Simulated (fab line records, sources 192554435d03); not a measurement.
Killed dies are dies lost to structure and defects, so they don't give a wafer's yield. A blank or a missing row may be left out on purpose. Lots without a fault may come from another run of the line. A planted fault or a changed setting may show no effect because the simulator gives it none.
Chamber matching | flow n5_finfet | N5_BEOL_M11_ALD_74 on ald_metal-03: 4 sister chambers
The step deposits TaN, target thk 2 nm, pulse time 2 s, purge time 3 s. 4 wafers are shown with their chamber, then 9 later ones without.

WAFERS WITH THEIR CHAMBER
wafer  | chamber | heater_power_w (W)
L080.1 | 2       | 379
L086.1 | 0       | 472
L086.2 | 3       | 484
L086.5 | 1       | 388

WAFERS WITHOUT THEIR CHAMBER
wafer  | heater_power_w (W)
L091.4 | 403
L091.5 | 397
L091.6 | 478
L093.3 | 397
L093.5 | 383
L093.6 | 399
L096.3 | 383
L096.5 | 404
L096.6 | 379

WHICH CHAMBER EACH WENT THROUGH
wafer  | from the rows above     | in truth
L091.4 | can't be placed: 1 or 2 | 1
L091.5 | can't be placed: 1 or 2 | 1
L091.6 | can't be placed: 0 or 3 | 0
L093.3 | can't be placed: 1 or 2 | 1
L093.5 | can't be placed: 2 or 1 | 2
L093.6 | can't be placed: 1 or 2 | 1
L096.3 | can't be placed: 2 or 1 | 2
L096.5 | can't be placed: 1 or 2 | 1
L096.6 | can't be placed: 2 or 1 | 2
Placed correctly: 0 of 9. Can't be placed from these rows: 9 (the true chamber is among the candidates in 9). Placed wrongly: 0.
How it was worked out, from the rows above alone: a wafer's distance from a chamber is the root of the sum, over the readings, of the square of ((its reading less the chamber's mean) divided by the reading's scatter). The wafer belongs to the nearest chamber; if the next one is less than 2 further off, it can't be placed. A chamber's mean is the mean of its shown wafers. The scatter: with one shown wafer a chamber, the root of the mean of the squares of how far each hidden wafer lies from its nearest shown one.
